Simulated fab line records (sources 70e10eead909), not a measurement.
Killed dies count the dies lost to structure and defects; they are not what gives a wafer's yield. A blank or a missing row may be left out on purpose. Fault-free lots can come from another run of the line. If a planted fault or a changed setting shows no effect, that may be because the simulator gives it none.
Chamber matching | flow nandHarc | 4 sister chambers for NHARC_A_STAIRCASE_CMP_152 on cmp-02
The step polishes. 7 wafers are shown with their chamber, then 7 later ones without.

## WAFERS PAIRED WITH THEIR CHAMBERS
wafer  | chamber | motorCurrentA (A)
L086.1 | 1       | 13.8
L088.2 | 2       | 10.6
L088.6 | 0       | 11.5
L091.5 | 3       | 11.5
L091.6 | 0       | 11.8
L093.1 | 3       | 11.3
L093.2 | 2       | 12.0

## WAFERS WITHOUT THEIR CHAMBER
wafer  | motorCurrentA (A)
L093.5 | 12.8
L094.2 | 14.3
L094.5 | 11.5
L094.6 | 11.1
L097.3 | 11.1
L097.4 | 11.5
L097.5 | 11.9

## CHAMBER TAKEN BY EACH
wafer  | from the rows above               | in truth
L093.5 | can't be placed: 1 or 0 or 3 or 2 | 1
L094.2 | 1                                 | 1
L094.5 | can't be placed: 3 or 0 or 2      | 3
L094.6 | can't be placed: 2 or 3 or 0      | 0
L097.3 | can't be placed: 2 or 3 or 0      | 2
L097.4 | can't be placed: 3 or 0 or 2      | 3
L097.5 | can't be placed: 0 or 3 or 2      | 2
Correctly placed: 1 of 7. Unplaceable from these rows: 6, with the true chamber sitting among the candidates in 6. 0 placed wrongly.
How it was worked out, from the rows above alone: a wafer's distance from a chamber is the root of the sum, over the readings, of the square of ((its reading less the chamber's mean) divided by the reading's scatter). If the next closest chamber is less than 2 further off than the closest, the wafer can't be placed; otherwise it belongs to the closest. A chamber's mean is the mean of its shown wafers. The scatter: the root of (the sum of the squares of (reading less its chamber's mean) over the shown wafers, divided by (wafers less chambers)).
